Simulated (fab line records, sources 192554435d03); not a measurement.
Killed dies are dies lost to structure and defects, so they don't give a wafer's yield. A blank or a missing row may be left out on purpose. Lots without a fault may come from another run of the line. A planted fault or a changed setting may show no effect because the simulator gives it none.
A struck lot beside a sound one | flow n5_finfet | 41 steps out of a route of 1938
Sound: wafers L748.1, L748.4, L748.5. Struck: wafers L762.1, L762.4, L762.6. The cause comes at the end.
At each step with rows: each side's tool, then ch and its chambers, then its first start. Under that, the readings that differ: sound wafers | struck wafers | difference of the means | sigmas: that difference in standard deviations of wafers without a fault.
alike: readings whose means differ by less than 2 such deviations, and words and numbers that are the same on both sides. not compared: withheld readings, readings that some wafer has no value for, bounds like >300 that may hide the same value, and numbers for which the record gives no deviation and whose values overlap.
The two part at a step that has a row with sigmas, a row that says differs or no value, or rows on one side only. Numbers that don't overlap but have no deviation are shown without sigmas and don't part them. A reading that every wafer of one side lacks parts them only if that side has two wafers or more.

first, 3 steps without rows for these wafers: N5_SD_EPI_P_ETCH_36 (etches SiARC in CF4, target depth 45.5 nm, time 75.8 s); N5_SD_EPI_P_ETCH_37 (etches SOC in N2/H2, overetch 108 nm, time 486 s); N5_SD_EPI_P_STRIP_38 (strips in N2/H2).
N5_SD_EPI_P_ETCHBACK_46: etches SiNx in CH3F/O2, stops on SiO2, target depth 17.5 nm.
  sound on rie_diel-01 ch 0,2,3, day 3 18:57; struck on rie_diel-05 ch 0,2,3, day 7 06:01
  alike: bias_w, drypump_motor_current_A, oes_ar_750_au, oes_o_777_au, oes_product_au, rf_vpp_V, showerhead_plenum_p_Torr, throttle_valve_pct
  not compared: rf_hours_counter_h
then, 5 steps without rows for these wafers: N5_SD_EPI_P_ETCH_47 (etches SiOCN in CH3F/O2, target depth 25 nm); N5_SD_EPI_P_ETCH_16 (etches SiO2 in CHF3/O2, target depth 5 nm); N5_SD_EPI_P_STRIP_50 (strips in CHF3/O2); N5_SD_EPI_P_SD_RECESS_17 (chemistry HBr/Cl2/O2, target depth 39.1 nm, bt time 3 s); N5_SD_EPI_P_WET_ETCH_45 (etches SiO2 in dHF, time 10.7 s, target depth 2 nm, rinse time 30 s).
N5_SD_EPI_P_STRIP_40: strips in N2/H2.
  sound on plasma_asher-01 ch 0,1, day 3 19:23; struck on plasma_asher-02 ch 0,1, day 7 06:26
  alike: drypump_motor_current_A, heater_power_w, oes_product_au
  not compared: rf_hours_counter_h
then, 2 steps without rows for these wafers: N5_SD_EPI_P_PRECLEAN_52 (cleans in O3/DIW, time 60 s); N5_SD_EPI_P_SRD_20 (time 30 s).
N5_SD_EPI_P_PRECLEAN_51: cleans in NF3:NH3, afs cycles 1, time 20 s, sublimation time 60 s.
  sound on epi_rpcvd-03 ch 0, day 3 19:33; struck on epi_rpcvd-04 ch 0, day 7 06:35
  reading                                     | sound             | struck | difference                    | sigmas
  susceptor_temp_C (C)                        | 29.88 29.80 29.87 | - - -  | no value on the struck wafers |
  model.SiNx_of_SD_EPI_N_LINER_46.thk_nm (nm) | 2.6 2.6 2.6       | 3 3 3  | +0                            |
then, 1 step without rows for these wafers: N5_SD_EPI_P_VAPOR_ETCH_44 (etches SiGe30 in NF3/Ar, time 3.3 s).
N5_SD_EPI_P_EPI_21: deposits SiGe:B, time 355 s.
  sound on epi_rpcvd-03 ch 0, day 3 19:55; struck on epi_rpcvd-04 ch 0, day 7 06:57
  reading                                     | sound          | struck         | difference | sigmas
  model.SiGe-B_of_SD_EPI_P_EPI_21.thk_nm (nm) | 61.2 61.4 60.6 | 15.8 15.8 15.8 | -45.3      |
  alike: susceptor_temp_C
N5_SD_EPI_P_EPI_MEAS_23:
  sound on film_metro-01, day 3 22:06; struck on film_metro-01, day 7 09:09
  reading     | sound          | struck         | difference | sigmas
  thk_nm (nm) | 59.8 61.6 60.2 | 15.4 18.4 16.6 | -43.7      | -34
then, 6 steps without rows for these wafers: N5_SD_EPI_P_HM_STRIP_48 (strips SiNx in H3PO4, material SiNx, target depth 3 nm); N5_SD_EPI_P_SRD_49 (time 30 s); N5_SD_EPI_P_PRECLEAN_24 (cleans in O3/DIW, time 45 s); N5_SD_EPI_P_PRECLEAN_32 (cleans in dHF, time 10 s); N5_SD_EPI_P_PRECLEAN_33 (cleans in SC2, time 45 s); N5_SD_EPI_P_SRD_25 (time 30 s).
N5_SD_EPI_P_INSPECT_26: inspects for defects (darkfield).
  sound on defect_inspect-01, day 3 22:23; struck on defect_inspect-01, day 7 09:19
  alike: raw_defect_count
then, 1 step without rows for these wafers: N5_SD_ACTIVATION_RTA_00 (time 0 s).
N5_SD_ACTIVATION_LSA_01: time 0.0008 s.
  sound on laser_anneal-01 ch 0, day 3 22:37; struck on laser_anneal-01 ch 0, day 7 09:33
  alike: wafer_temp_C_max
N5_SD_ACTIVATION_INSPECT_02: inspects for defects (darkfield).
  sound on defect_inspect-02, day 3 23:09; struck on defect_inspect-02, day 7 10:05
  alike: raw_defect_count
N5_ILD0_LINER_00: material SiNx, target thk 4 nm, pulse time 1 s, purge time 2 s.
  sound on ald_sin-02 ch 0,1, day 3 23:11; struck on ald_sin-04 ch 2,3, day 7 10:07
  alike: heater_power_w, precursor_pulse_height_rel, susceptor_temp_C
then, 3 steps without rows for these wafers: N5_ILD0_FCVD_FILL_01 (material SiO2 flowable, target thk 200 nm, time 328.3 s); N5_ILD0_CURE_02 (time 1800 s); N5_ILD0_CMP_03 (polishes, stops on SiNx, t overpolish 1.9 s, target thk 197.38 nm).
N5_ILD0_THK_MEAS_04:
  sound on film_metro-01, day 4 01:51; struck on film_metro-02, day 7 12:46
  alike: thk_nm
then, 1 step without rows for these wafers: N5_ILD0_CMP_07 (polishes SiO2 flowable, stops on poly-Si, t overpolish 1.18 s, target thk 138.88 nm).
N5_ILD0_THK_MEAS_08:
  sound on film_metro-02, day 4 02:10; struck on film_metro-01, day 7 13:06
  alike: thk_nm
then, 2 steps without rows for these wafers: N5_ILD0_PRECLEAN_10 (cleans in NF3:NH3, afs cycles 5, time 20 s, sublimation time 60 s); N5_ILD0_ALD_15 (deposits SiNx, target thk 24 nm, pulse time 1 s, ald cycles 480).
N5_ILD0_CMP_12: polishes SiNx, stops on poly-Si, t overpolish 6 s, target thk 17.67 nm.
  sound on cmp-03 ch 0,3, day 4 05:45; struck on cmp-03 ch 1,3, day 7 16:02
  alike: motor_current_A, overpolish_run_s, time_to_endpoint_s
N5_ILD0_THK_MEAS_13:
  sound on film_metro-02, day 4 06:03; struck on film_metro-01, day 7 16:19
  alike: thk_nm
N5_ILD0_INSPECT_06: inspects for defects (darkfield).
  sound on defect_inspect-02, day 4 06:04; struck on defect_inspect-02, day 7 16:21
  alike: raw_defect_count
then, 2 steps without rows for these wafers: N5_SDB_HM_DEP_00 (deposits SiNx from SiH4/NH3/N2, target thk 40 nm, time 35.3 s); N5_SDB_COAT_03 (time 60 s, resist thk 100 nm).
N5_MOL_CONTACT_COAG_ETCH_110: etches Si in CF4/O2, target depth 2.5 nm, time 8 s.
  sound on rie_diel-02 ch 2,3, day 5 04:29; struck on rie_diel-02 ch 0,1,2, day 8 15:43
  reading                                     | sound          | struck   | difference | sigmas
  model.SiGe-B_of_SD_EPI_P_EPI_21.thk_nm (nm) | 58.4 58.6 57.6 | 15 15 15 | -43        |
  alike: bias_w, drypump_motor_current_A, oes_ar_750_au, oes_o_777_au, oes_product_au, rf_vpp_V, showerhead_plenum_p_Torr, throttle_valve_pct
  not compared: rf_hours_counter_h

WHERE THEY PART
First at N5_SD_EPI_P_PRECLEAN_51; last, within this record, at N5_SD_EPI_P_EPI_MEAS_23. Later steps at which nothing parts them and some readings are alike: N5_SD_EPI_P_INSPECT_26, N5_SD_ACTIVATION_LSA_01, N5_SD_ACTIVATION_INSPECT_02, N5_ILD0_LINER_00, N5_ILD0_THK_MEAS_04, N5_ILD0_THK_MEAS_08, N5_ILD0_CMP_12, N5_ILD0_THK_MEAS_13, N5_ILD0_INSPECT_06, N5_MOL_CONTACT_COAG_ETCH_110.

WHY: what the simulator had put in
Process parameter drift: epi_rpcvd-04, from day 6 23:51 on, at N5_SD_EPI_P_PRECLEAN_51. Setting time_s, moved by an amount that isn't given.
